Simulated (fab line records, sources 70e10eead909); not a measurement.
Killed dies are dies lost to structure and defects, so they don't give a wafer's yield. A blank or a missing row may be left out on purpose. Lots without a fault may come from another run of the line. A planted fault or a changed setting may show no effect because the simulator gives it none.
Which tool did it? | flow nand_harc | 12 lots, 36 wafers sampled, at 5 steps of a route of 1159

WHAT THE GAUGES READ, wafer by wafer
NHARC_THIN_TSV_CD_MEAS_12: target cd 1000 nm. Usual: cd_nm 1000.4 nm, standard deviation 1.2.
lot  | measured     | on        | cd_nm (nm)           | flag
L807 | day 19 00:09 | cd_sem-02 | 1000.8 999.7 1001.7  |
L808 | day 19 00:25 | cd_sem-01 | 1000.7 1001.1 1002.1 |
L810 | day 19 00:38 | cd_sem-03 | 1000.6 1001.5 999.1  |
L809 | day 19 00:36 | cd_sem-01 | 998.7 999.2 999.3    |
L812 | day 20 03:11 | cd_sem-02 | 1000.4 999.3 1000.9  |
L811 | day 19 23:58 | cd_sem-01 | 1000.2 998.1 1001.8  |
L813 | day 20 01:08 | cd_sem-03 | 1000.7 999.5 999.8   |
L815 | day 20 11:44 | cd_sem-03 | 1003.1 1002.7 999.9  |
L817 | day 21 11:29 | cd_sem-02 | 1000.8 1001.6 1001.9 |
L819 | day 21 04:58 | cd_sem-01 | 1000.0 1000.1 999.4  |
L821 | day 22 12:30 | cd_sem-03 | 1001.3 1001.3 1001.8 |
L825 | day 23 19:40 | cd_sem-03 | 999.9 998.8 1000.2   |

NHARC_END_SORT_01. Usual: defect_limited_yield 95.1 %, standard deviation 1.8; killed_at_array 29, standard deviation 11; killed_at_other 0.6, standard deviation 0.89; killed_at_periphery 3.8, standard deviation 2.8; killed_dies 33, standard deviation 12; killed_open 3.5, standard deviation 1.9; killed_short 1.9, standard deviation 1.3; sort_bin_2_pct 1.5 %, standard deviation 0.72; sort_bin_3_pct 0.28 %, standard deviation 0.23; sort_bin_4_pct 3.1 %, standard deviation 1.2; sort_n_pass 644, standard deviation 12; sort_rim_yield_pct 94.8 %, standard deviation 2.9; sort_yield_pct 95.1 %, standard deviation 1.8.
lot  | measured     | on        | defect_limited_yield (%) | killed_at_array | killed_at_other | killed_at_periphery | killed_dies | killed_open | killed_short | sort_bin_2_pct (%) | sort_bin_3_pct (%) | sort_bin_4_pct (%) | sort_n_pass | sort_rim_yield_pct (%) | sort_yield_pct (%) | flag
L815 | day 21 03:07 | prober-01 | 95.0 95.6 94.5           | 30 27 35        | 0 1 0           | 4 2 2               | 34 30 37    | 4 5 3       | 3 1 2        | 1.5 1.9 2.2        | 0 0.59 0.30        | 3.5 1.9 3.0        | 643 647 640 | 97.2 94.3 98.1         | 95.0 95.6 94.5     |
L817 | day 22 03:11 | prober-01 | 95.7 95.6 96.3           | 21 21 19        | 4 2 1           | 4 7 5               | 29 30 25    | 7 3 3       | 3 1 0        | 1.5 1.5 1.0        | 0.30 0 0.30        | 2.5 3.0 2.4        | 648 647 652 | 95.3 97.2 96.2         | 95.7 95.6 96.3     |
L821 | day 23 04:53 | prober-01 | 91.0 91.1 90.3           | 18 26 23        | 0 0 0           | 43 34 43            | 61 60 66    | 2 0 1       | 2 0 3        | 3.0 3.8 3.8        | 1.92 0.74 1.92     | 4.1 4.3 4.0        | 616 617 611 | 83.0 82.1 84.9         | 91.0 91.1 90.3     | OFF
L825 | day 24 10:44 | prober-02 | 88.8 92.8 86.4           | 11 18 28        | 1 1 3           | 64 30 61            | 76 49 92    | 3 4 4       | 1 1 2        | 4.7 2.7 6.1        | 1.48 1.18 2.22     | 5.0 3.4 5.3        | 601 628 585 | 88.7 86.8 89.6         | 88.8 92.8 86.4     | OFF

WHICH TOOL RAN EACH LOT (tool, then ch and the chambers of the sampled wafers, then the start)
lot  | NHARC_P_M2_ETCH_28                | NHARC_THIN_TSV_ETCH_15           | NHARC_THIN_TSV_STRIP_45
L807 | rie_diel-12 ch 0,1,3, day 6 04:00 | rie_si-03 ch 0,3, day 19 00:59   | plasma_asher-02 ch 0,1, day 19 01:11
L808 | rie_diel-10 ch 1,3, day 6 04:43   | rie_si-02 ch 0,1,3, day 19 01:14 | plasma_asher-01 ch 0,1, day 19 01:31
L810 | rie_diel-10 ch 0,1,3, day 6 22:57 | rie_si-06 ch 0,2,3, day 19 01:38 | plasma_asher-02 ch 0,1, day 19 01:51
L809 | rie_diel-12 ch 0,1,3, day 7 00:13 | rie_si-03 ch 0,1,3, day 19 02:17 | plasma_asher-01 ch 0,1, day 19 02:29
L812 | rie_diel-10 ch 0,2,3, day 7 13:03 | rie_si-03 ch 1,2,3, day 20 04:02 | plasma_asher-02 ch 0,1, day 20 04:18
L811 | rie_diel-10 ch 1,2,3, day 7 13:31 | rie_si-03 ch 0,1,2, day 20 00:49 | plasma_asher-02 ch 0,1, day 20 01:07
L813 | rie_diel-10 ch 0,2, day 7 13:53   | rie_si-02 ch 0,1,2, day 20 01:59 | plasma_asher-02 ch 0,1, day 20 03:10
L815 | rie_diel-12 ch 0,1,2, day 8 06:49 | rie_si-06 ch 0,1,3, day 20 12:32 | plasma_asher-02 ch 0,1, day 20 12:49
L817 | rie_diel-10 ch 2,3, day 8 21:14   | rie_si-03 ch 1,3, day 21 12:19   | plasma_asher-02 ch 1, day 21 12:34
L819 | rie_diel-10 ch 0,1,2, day 9 13:21 | rie_si-03 ch 0,1,3, day 21 05:49 | plasma_asher-02 ch 0,1, day 21 06:04
L821 | rie_diel-10 ch 1,2, day 10 03:29  | rie_si-06 ch 0,3, day 22 13:20   | plasma_asher-02 ch 0,1, day 22 13:32
L825 | rie_diel-10 ch 1,3, day 10 19:08  | rie_si-06 ch 1,2,3, day 23 20:30 | plasma_asher-01 ch 0,1, day 23 20:41
- NHARC_P_M2_ETCH_28: etches the open film in CF4/N2, target depth 30 nm, time 72.99 s.
- NHARC_THIN_TSV_ETCH_15: target depth 3000 nm, bosch target overetch cycles 2, bosch etch step 2.8 s.
- NHARC_THIN_TSV_STRIP_45: strips in O2.

WHAT THE TOOLS THEMSELVES READ (means of the sampled wafers that have a number; where no wafer has one, the mark that the record gives instead)
NHARC_P_M2_ETCH_28. Usual: drypump_motor_current_A 5.65 A, standard deviation 0.29; oes_product_au 1.000 a.u., standard deviation 0.0074; rf_vpp_V 314.2 V, standard deviation 2.3; showerhead_plenum_p_Torr 2.63 Torr, standard deviation 0.13; throttle_valve_pct 19.795 %, standard deviation 0.0088.
lot  | tool        | drypump_motor_current_A (A) | oes_product_au (a.u.) | rf_vpp_V (V) | showerhead_plenum_p_Torr (Torr) | throttle_valve_pct (%) | flag
L807 | rie_diel-12 | 5.58                        | 1.003                 | 314.1        | 2.65                            | 19.796                 |
L808 | rie_diel-10 | 5.79                        | 1.002                 | 312.2        | 2.56                            | 19.799                 |
L810 | rie_diel-10 | 5.84                        | 1.005                 | 315.2        | 2.66                            | 19.786                 |
L809 | rie_diel-12 | 5.58                        | 1.008                 | 315.0        | 2.64                            | 19.794                 |
L812 | rie_diel-10 | 5.56                        | 1.000                 | 313.8        | 2.60                            | 19.796                 |
L811 | rie_diel-10 | 5.63                        | 0.999                 | 313.3        | 2.54                            | 19.791                 |
L813 | rie_diel-10 | 5.39                        | 0.999                 | 313.8        | 2.59                            | 19.797                 |
L815 | rie_diel-12 | 5.73                        | 0.998                 | 314.2        | 2.64                            | 19.798                 |
L817 | rie_diel-10 | 5.33                        | 0.988                 | 312.1        | 2.48                            | 19.793                 |
L819 | rie_diel-10 | 5.65                        | 0.991                 | 314.2        | 2.65                            | 19.785                 |
L821 | rie_diel-10 | 5.41                        | 0.994                 | 311.9        | 2.53                            | 19.797                 |
L825 | rie_diel-10 | 5.78                        | 0.998                 | 313.8        | 2.56                            | 19.798                 |

NHARC_THIN_TSV_ETCH_15. Usual: drypump_motor_current_A 6.0 A, standard deviation 0.58.
lot  | tool      | drypump_motor_current_A (A) | flag
L807 | rie_si-03 | 5.6                         |
L808 | rie_si-02 | 5.8                         |
L810 | rie_si-06 | 5.9                         |
L809 | rie_si-03 | 6.1                         |
L812 | rie_si-03 | 6.6                         |
L811 | rie_si-03 | 6.1                         |
L813 | rie_si-02 | 6.0                         |
L815 | rie_si-06 | 5.9                         |
L817 | rie_si-03 | 6.5                         |
L819 | rie_si-03 | 6.1                         |
L821 | rie_si-06 | 5.7                         |
L825 | rie_si-06 | 5.7                         |

NHARC_THIN_TSV_STRIP_45. Usual: drypump_motor_current_A 6.19 A, standard deviation 0.2; heater_power_w 329 W, standard deviation 22.
lot  | tool            | drypump_motor_current_A (A) | heater_power_w (W) | flag
L807 | plasma_asher-02 | 6.14                        | 331                |
L808 | plasma_asher-01 | 6.10                        | 326                |
L810 | plasma_asher-02 | 6.28                        | 322                |
L809 | plasma_asher-01 | 6.23                        | 332                |
L812 | plasma_asher-02 | 6.27                        | 319                |
L811 | plasma_asher-02 | 6.28                        | 317                |
L813 | plasma_asher-02 | 6.28                        | 318                |
L815 | plasma_asher-02 | 6.13                        | 332                |
L817 | plasma_asher-02 | 6.00                        | 353                |
L819 | plasma_asher-02 | 6.13                        | 334                |
L821 | plasma_asher-02 | 6.12                        | 332                |
L825 | plasma_asher-01 | 6.11                        | 340                |

THE ANSWER, worked out from the rows above alone
Rule: a lot is off if the mean of its wafers that have a number lies more than 3 standard deviations from the usual mean. A lot without any number at a reading at which 4 lots or more have one is off too. The other lots that the step has rows for count as sound. The gauges are gone through in route order, then the tools' own readings, and for those a lot's mean is taken as printed above. The first step at which some lot is off is used, and at that step the reading that is off furthest; a lot without a number counts as furthest.
Off: L821, L825, at NHARC_END_SORT_01 (killed_at_periphery). Neither off nor sound, because the step has no rows for them: L807, L808, L810, L809, L812, L811, L813, L819.
A tool fits if, at a process step before that reading, it ran every lot that is off, and no sound lot after the first of them. The gauges at NHARC_END_SORT_01 are tried like those tools. Can't be told from this: 2 tools fit, rie_diel-10 at NHARC_P_M2_ETCH_28, rie_si-06 at NHARC_THIN_TSV_ETCH_15.

WHAT THE SIMULATOR HAD PUT IN
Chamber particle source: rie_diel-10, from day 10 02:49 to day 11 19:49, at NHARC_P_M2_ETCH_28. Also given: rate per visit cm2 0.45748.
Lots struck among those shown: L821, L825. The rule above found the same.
